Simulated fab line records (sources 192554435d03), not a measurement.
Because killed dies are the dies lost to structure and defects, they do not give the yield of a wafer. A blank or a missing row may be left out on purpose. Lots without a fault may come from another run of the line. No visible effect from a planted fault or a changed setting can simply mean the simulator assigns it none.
What tool caused it? ; flow n5-finfet ; 21 lots with 63 wafers sampled at 4 steps, on a route of 1938 steps

== WHAT THE GAUGES READ, wafer by wafer ==
N5_BEOL_M6_OVL_MEAS_29. Usual: V5_OVL 0.0 nm, standard deviation 0.63.
lot;measured;on;V5_OVL (nm);flag
L074;day 10 08:29;overlay-01;-1.4 -1.0 -0.3;
L076;day 10 10:58;overlay-01;0.6 -0.5 0.0;
L075;day 10 14:56;overlay-02;0.0 -0.6 -0.7;
L077;day 10 22:12;overlay-02;0.6 0.8 -0.1;
L078;day 11 06:46;overlay-02;1.3 1.1 0.5;
L079;day 11 15:31;overlay-02;-0.2 -0.2 0.4;
L080;day 11 17:19;overlay-02;-0.3 0.3 -0.9;
L081;day 11 17:51;overlay-02;0.9 1.0 0.7;
L082;day 12 01:15;overlay-01;-0.3 0.1 0.7;
L085;day 12 07:56;overlay-02;0.5 0.2 0.5;
L084;day 13 00:21;overlay-02;-0.4 -0.2 0.0;
L087;day 13 02:07;overlay-01;-0.3 0.1 0.3;
L086;day 13 05:34;overlay-01;0.6 0.9 0.0;
L088;day 13 18:53;overlay-01;-0.6 -0.6 -0.8;
L091;day 14 17:11;overlay-02;0.7 0.7 0.4;
L092;day 14 20:59;overlay-02;-0.6 -0.1 0.3;
L094;day 14 23:31;overlay-02;-0.1 0.1 0.7;
L093;day 15 02:35;overlay-01;-0.7 -0.7 -0.4;
L095;day 15 04:58;overlay-02;-0.6 -0.5 0.3;
L096;day 15 05:40;overlay-01;0.5 0.6 0.9;
L097;day 16 01:43;overlay-01;-1.1 0.2 -0.7;

== TOOL THAT RAN EACH LOT (tool first, then ch and the chambers of the sampled wafers, then the start) ==
lot;N5_BEOL_M5_STRIP_36;N5_BEOL_M5_STRIP_91;N5_BEOL_M6_ILD_DEP_00
L074;rie-diel-04 ch 1,2, day 9 21:25;rie-diel-04 ch 1,2, day 10 05:48 or earlier;pecvd-04 ch 0,1,2, day 10 05:48
L076;rie-diel-06 ch 0,2,3, day 10 00:35;rie-diel-06 ch 0,2,3, day 10 07:52 or earlier;pecvd-04 ch 1,2, day 10 07:52
L075;rie-diel-06 ch 0,2,3, day 10 00:58;rie-diel-06 ch 0,2,3, day 10 09:34 or earlier;pecvd-01 ch 0,1, day 10 09:34
L077;rie-diel-06 ch 1,3, day 10 09:12;rie-diel-06 ch 1,3, day 10 17:32 or earlier;pecvd-02 ch 0,2, day 10 17:32
L078;rie-diel-02 ch 0,1,3, day 10 19:47;rie-diel-02 ch 0,1,3, day 11 04:02 or earlier;pecvd-01 ch 0,1,2, day 11 04:02
L079;rie-diel-06 ch 0,1,3, day 10 23:19;rie-diel-06 ch 0,1,3, day 11 08:48 or earlier;pecvd-04 ch 1,2, day 11 08:48
L080;rie-diel-04 ch 0,1,2, day 11 06:07;rie-diel-04 ch 0,1,2, day 11 13:22 or earlier;pecvd-02 ch 0,1,2, day 11 13:22
L081;rie-diel-06 ch 0,1,3, day 11 07:03;rie-diel-06 ch 0,1,3, day 11 14:04 or earlier;pecvd-02 ch 1,2, day 11 14:04
L082;rie-diel-06 ch 2,3, day 11 12:41;rie-diel-06 ch 2,3, day 11 19:45 or earlier;pecvd-02 ch 0,1, day 11 19:45
L085;rie-diel-02 ch 0,2,3, day 11 16:30;rie-diel-02 ch 0,2,3, day 12 00:00 or earlier;pecvd-01 ch 0, day 12 00:00
L084;rie-diel-06 ch 1,2, day 12 13:57;rie-diel-06 ch 1,2, day 12 20:49 or earlier;pecvd-02 ch 0,1,2, day 12 20:49
L087;rie-diel-04 ch 0,1,2, day 12 14:41;rie-diel-04 ch 0,1,2, day 12 21:41 or earlier;pecvd-02 ch 0,2, day 12 21:41
L086;rie-diel-06 ch 1,3, day 12 18:09;rie-diel-06 ch 1,3, day 13 01:46 or earlier;pecvd-04 ch 0,1, day 13 01:46
L088;rie-diel-04 ch 0,1, day 13 08:11;rie-diel-04 ch 0,1, day 13 15:58 or earlier;pecvd-02 ch 1,2, day 13 15:58
L091;rie-diel-06 ch 1,2,3, day 14 03:06;rie-diel-06 ch 1,2,3, day 14 10:41 or earlier;pecvd-04 ch 0,1, day 14 10:41
L092;rie-diel-06 ch 0,1,3, day 14 09:20;rie-diel-06 ch 0,1,3, day 14 18:14 or earlier;pecvd-02 ch 1,2, day 14 18:14
L094;rie-diel-02 ch 1,2,3, day 14 12:35;rie-diel-02 ch 1,2,3, day 14 20:18 or earlier;pecvd-01 ch 0,1, day 14 20:18
L093;rie-diel-04 ch 0,2, day 14 12:58;rie-diel-04 ch 0,2, day 14 20:40 or earlier;pecvd-04 ch 0,2, day 14 20:40
L095;rie-diel-04 ch 0,1,3, day 14 17:33;rie-diel-04 ch 0,1,3, day 15 01:04 or earlier;pecvd-02 ch 0,1,2, day 15 01:04
L096;rie-diel-06 ch 1,2,3, day 14 17:44;rie-diel-06 ch 0,2,3, day 15 01:32 or earlier;pecvd-01 ch 1,2, day 15 01:32
L097;rie-diel-02 ch 0,1,3, day 15 14:29;rie-diel-02 ch 0,1,3, day 15 22:07 or earlier;pecvd-02 ch 0,2, day 15 22:07
- N5_BEOL_M5_STRIP_36: strips in N2/H2.
- N5_BEOL_M5_STRIP_91: strips in N2/H2, time 10 s.
- N5_BEOL_M6_ILD_DEP_00: deposits SiCOH lowk from DEMS/porogen, target thk 179.75 nm, time 33.4 s.

== AS READ BY THE TOOLS THEMSELVES (means over the sampled wafers that have a number; for cases with no such wafer, the mark the record gives instead) ==
N5_BEOL_M5_STRIP_36. Usual: drypump-motor-current-A 5.8 A, standard deviation 0.56; oes-product-au 0.77 a.u., standard deviation 0.068; rf-vpp-V 59.1 V, standard deviation 1.5; showerhead-plenum-p-Torr 2.52 Torr, standard deviation 0.081; throttle-valve-pct 23.70 %, standard deviation 0.25.
lot;tool;drypump-motor-current-A (A);oes-product-au (a.u.);rf-vpp-V (V);showerhead-plenum-p-Torr (Torr);throttle-valve-pct (%);flag
L074;rie-diel-04;5.2;0.75;59.5;2.46;23.32;
L076;rie-diel-06;5.7;0.79;58.7;2.52;23.69;
L075;rie-diel-06;5.7;0.80;59.8;2.52;23.69;
L077;rie-diel-06;5.6;0.71;57.3;2.60;23.96;
L078;rie-diel-02;6.2;0.79;60.0;2.57;23.80;
L079;rie-diel-06;5.8;0.77;60.3;2.58;23.82;
L080;rie-diel-04;5.5;0.80;58.1;2.48;23.44;
L081;rie-diel-06;5.8;0.76;59.1;2.58;23.83;
L082;rie-diel-06;5.4;0.74;59.6;2.46;23.74;
L085;rie-diel-02;6.2;0.80;59.4;2.50;23.85;
L084;rie-diel-06;5.9;0.71;59.1;2.56;23.99;
L087;rie-diel-04;5.4;0.79;58.5;2.47;23.47;
L086;rie-diel-06;5.3;0.70;57.8;2.56;23.85;
L088;rie-diel-04;5.4;0.84;60.7;2.53;23.60;
L091;rie-diel-06;5.6;0.70;58.5;2.52;23.87;
L092;rie-diel-06;5.8;0.75;60.1;2.58;23.84;
L094;rie-diel-02;6.6;0.76;58.1;2.52;23.81;
L093;rie-diel-04;5.7;0.79;57.8;2.43;23.44;
L095;rie-diel-04;5.6;0.80;57.9;2.48;23.65;
L096;rie-diel-06;5.5;0.71;60.1;2.52;23.88;
L097;rie-diel-02;6.2;0.76;60.7;2.55;23.83;

N5_BEOL_M5_STRIP_91. Usual: drypump-motor-current-A 5.8 A, standard deviation 0.56; oes-product-au 0.77 a.u., standard deviation 0.068; rf-vpp-V 59.2 V, standard deviation 0.76; showerhead-plenum-p-Torr 2.52 Torr, standard deviation 0.081; throttle-valve-pct 23.70 %, standard deviation 0.24.
lot;tool;drypump-motor-current-A (A);oes-product-au (a.u.);rf-vpp-V (V);showerhead-plenum-p-Torr (Torr);throttle-valve-pct (%);flag
L074;rie-diel-04;5.2;0.75;59.3;2.46;23.33;
L076;rie-diel-06;5.7;0.80;58.4;2.52;23.69;
L075;rie-diel-06;5.7;0.80;59.1;2.52;23.70;
L077;rie-diel-06;5.7;0.71;59.6;2.60;23.95;
L078;rie-diel-02;6.2;0.79;59.4;2.57;23.78;
L079;rie-diel-06;5.8;0.77;59.1;2.58;23.81;
L080;rie-diel-04;5.5;0.81;59.2;2.48;23.44;
L081;rie-diel-06;5.8;0.77;58.8;2.58;23.81;
L082;rie-diel-06;5.4;0.74;59.6;2.46;23.73;
L085;rie-diel-02;6.2;0.80;59.7;2.50;23.85;
L084;rie-diel-06;5.9;0.71;59.3;2.56;23.98;
L087;rie-diel-04;5.4;0.79;58.9;2.47;23.46;
L086;rie-diel-06;5.3;0.71;59.0;2.56;23.85;
L088;rie-diel-04;5.4;0.84;59.2;2.53;23.60;
L091;rie-diel-06;5.5;0.71;58.3;2.52;23.87;
L092;rie-diel-06;5.8;0.74;59.2;2.57;23.85;
L094;rie-diel-02;6.6;0.75;59.0;2.52;23.82;
L093;rie-diel-04;5.7;0.79;59.3;2.43;23.45;
L095;rie-diel-04;5.6;0.81;59.3;2.48;23.66;
L096;rie-diel-06;5.7;0.75;60.0;2.51;23.74;
L097;rie-diel-02;6.2;0.75;60.2;2.55;23.83;

N5_BEOL_M6_ILD_DEP_00. Usual: heater-power-w 305 W, standard deviation 35; showerhead-plenum-p-Torr 5.734 Torr, standard deviation 0.018; throttle-valve-pct 13.9 %, standard deviation 0.82.
lot;tool;heater-power-w (W);showerhead-plenum-p-Torr (Torr);throttle-valve-pct (%);flag
L074;pecvd-04;323;5.729;13.9;
L076;pecvd-04;288;5.720;13.6;
L075;pecvd-01;282;5.739;13.0;
L077;pecvd-02;320;5.726;14.0;
L078;pecvd-01;247;5.748;13.0;
L079;pecvd-04;282;5.736;14.0;
L080;pecvd-02;335;5.731;14.4;
L081;pecvd-02;312;5.712;14.1;
L082;pecvd-02;317;5.735;15.0;
L085;pecvd-01;282;5.746;13.4;
L084;pecvd-02;305;5.735;14.4;
L087;pecvd-02;311;5.721;13.9;
L086;pecvd-04;306;5.742;14.4;
L088;pecvd-02;360;5.719;14.4;
L091;pecvd-04;333;5.740;14.1;
L092;pecvd-02;330;5.717;14.1;
L094;pecvd-01;272;5.736;13.1;
L093;pecvd-04;306;5.733;13.7;
L095;pecvd-02;334;5.735;14.4;
L096;pecvd-01;274;5.736;12.6;
L097;pecvd-02;319;5.722;13.9;

== THE ANSWER, worked out from the rows above alone ==
Rule: a lot counts as off when the mean over its wafers that have a number is more than 3 standard deviations away from the usual mean. A lot without any number at a reading at which 4 lots or more have one is off too. The other lots that the step has rows for count as sound. Order of review: gauges by route order, followed by the tools' own readings, for which a lot's mean as printed above is used. At the first step where some lot is off, the reading lying furthest off is the one used; lots without a number count as furthest.
None of the lots is off at any reading shown; this tells nothing.

== WHAT THE SIMULATOR PUT IN ==
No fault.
